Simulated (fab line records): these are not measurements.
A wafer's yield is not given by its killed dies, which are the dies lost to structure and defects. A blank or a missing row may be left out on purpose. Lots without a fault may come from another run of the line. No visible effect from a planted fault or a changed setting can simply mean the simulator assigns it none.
A struck lot beside a sound one	flow n5 finfet	38 steps out of a route of 1938
Sound: wafers L470.1, L470.2, L470.3. Struck: wafers L467.2, L467.4, L467.6. At the end, the cause is stated.
Per side, at each step with rows, come the tool, then ch with its chambers, and then its first start. Under that, the readings that differ: sound wafers	struck wafers	difference of the means	sigmas: that difference in standard deviations of wafers without a fault.
alike: readings with means less than 2 such deviations apart, plus words and numbers identical on both sides. not compared: withheld readings, readings lacking a value on some wafer, bounds such as >300 that could conceal the same value, and numbers that have no deviation in the record and whose values overlap.
A row with sigmas, a row that says differs or no value, or rows on one side alone: a step with any of these is where the two part. Numbers that have no deviation but don't overlap get no sigmas and don't part them. A reading that every wafer of one side lacks parts them only if that side has two wafers or more.

first, 11 steps without rows for these wafers: N5_BEOL_M5_ANNEAL_82 (time 1800 s); N5_BEOL_M5_SPUTTER_83 (material Cu, target thk 15 nm, time 27.62 s); N5_BEOL_M5_ANNEAL_84 (time 1800 s); N5_BEOL_M5_SPUTTER_88 (material Cu, target thk 15 nm, time 27.62 s); N5_BEOL_M5_ANNEAL_89 (time 1800 s); N5_BEOL_M5_SPUTTER_90 (material Cu, target thk 4.5 nm, time 8.29 s); N5_BEOL_M5_ECD_50 (material Cu, target thk 300 nm); N5_BEOL_M5_ANNEAL_51 (time 90 s); N5_BEOL_M5_CMP_52 (polishes, stops on SiCOH lowk, t overpolish 6.9 s, target thk 62 nm); N5_BEOL_M5_PRE_CLEAN_77 (time 15 s); N5_BEOL_M5_CO_CAP_78 (material Co, precursor CCTBA/H2, target thk 2 nm, time 102.1 s).
N5_BEOL_M5_PRE_CLEAN_55: time 15 s.
  sound on pecvd-04 ch 0,1,2, day 13 06:01; struck on pecvd-01 ch 2, day 13 02:15
then, 1 step without rows for these wafers: N5_BEOL_M5_DEP_56 (deposits SiCN from 3MS/NH3, target thk 8 nm, time 14 s).
N5_BEOL_M5_INSPECT_58: inspects for defects (darkfield).
  sound on defect inspect-02, day 13 06:08; struck on defect inspect-02, day 13 02:29
reading	sound	struck	difference	sigmas
raw defect count	53 74 41	536 510 477	+452	+25
then, 12 steps without rows for these wafers: N5_BEOL_M6_ILD_DEP_00 (deposits SiCOH lowk from DEMS/porogen, target thk 179.75 nm, time 33.4 s); N5_BEOL_M6_CURE_74 (cures SiCOH lowk, time 240 s); N5_BEOL_M6_PECVD_70 (deposits SiO2 from TEOS/O2, target thk 20 nm, time 22.7 s); N5_BEOL_M6_HM_DEP_02 (deposits TiN, target thk 20 nm); N5_BEOL_M6_COAT_59 (time 60 s, resist thk 100 nm); N5_BEOL_M6_COAT_60 (time 60 s, resist thk 35 nm); N5_BEOL_M6_COAT_05 (resist thk 90 nm); N5_BEOL_M6_EBR_07; N5_BEOL_M6_SOFTBAKE_06 (time 60 s); N5_BEOL_M6_EXPOSE_08 (exposes mask M6); N5_BEOL_M6_PEB_09 (peb time 60 s); N5_BEOL_M6_DEVELOP_10 (develop time 30 s).
N5_BEOL_M6_INSPECT_13: inspects for defects (brightfield).
  sound on defect inspect-01, day 13 08:37; struck on defect inspect-01, day 13 05:48
reading	sound	struck	difference	sigmas
raw defect count	498 436 344	806 956 811	+432	+5
then, 9 steps without rows for these wafers: N5_BEOL_M6_DESCUM_16 (chemistry O2, time 7.9 s); N5_BEOL_M6_ETCH_61 (etches SiARC in CF4, target depth 45.5 nm, time 75.8 s); N5_BEOL_M6_ETCH_62 (etches SOC in N2/H2, target depth 110 nm, overetch 22 nm, time 165 s); N5_BEOL_M6_STRIP_68 (strips in N2/H2); N5_BEOL_M6_STRIP_67 (strips in CF4); N5_BEOL_M6_HM_OPEN_17 (chemistry Cl2/BCl3, target TiN, target depth 20 nm, overetch 6 nm); N5_BEOL_M6_STRIP_19 (strips in O2); N5_BEOL_M6_COAT_63 (time 60 s, resist thk 60 nm); N5_BEOL_M6_COAT_64 (time 60 s, resist thk 12 nm).
N5_BEOL_M6_INSPECT_30: inspects for defects (brightfield).
  sound on defect inspect-02, day 13 11:52; struck on defect inspect-02, day 13 06:51
reading	sound	struck	difference	sigmas
raw defect count	480 433 344	811 923 802	+426	+5
-- here the record skips 4 days between the struck wafers' starts before and after, leaving off in module BEOL_M6 and picking up in module PASSIVATION (first step shown: number 1936 of the route) --
N5_PASSIVATION_PROBE_49:
  sound on prober-01, day 17 09:50; struck on prober-01, day 17 03:15
reading	sound	struck	difference	sigmas
defect limited yield (%)	90.3 91.5 91.0	84.0 87.5 86.6	-4.9	-3
killed_at_M4_up	24 16 25	78 68 78	+53	+9
killed dies	115 100 106	189 147 158	+58	+3
killed on rim	13 15 9	41 33 22	+20	+5
sort_bin_5_function (%)	5.4 4.9 5.1	10.3 7.3 8.1	+3.4	+4
sort n pass	1065 1080 1074	991 1033 1022	-58	-3
sort yield pct (%)	90.3 91.5 91.0	84.0 87.5 86.6	-4.9	-3
  alike: killed_at_M0_to_M3, killed at contacts, killed at front end, killed at other, killed open, killed short, sort_bin_6_memory, sort_bin_8_speed

== WHERE THEY PART ==
Earliest at N5_BEOL_M5_INSPECT_58; latest, in this record, at N5_PASSIVATION_PROBE_49.

WHY: the cause the simulator had injected
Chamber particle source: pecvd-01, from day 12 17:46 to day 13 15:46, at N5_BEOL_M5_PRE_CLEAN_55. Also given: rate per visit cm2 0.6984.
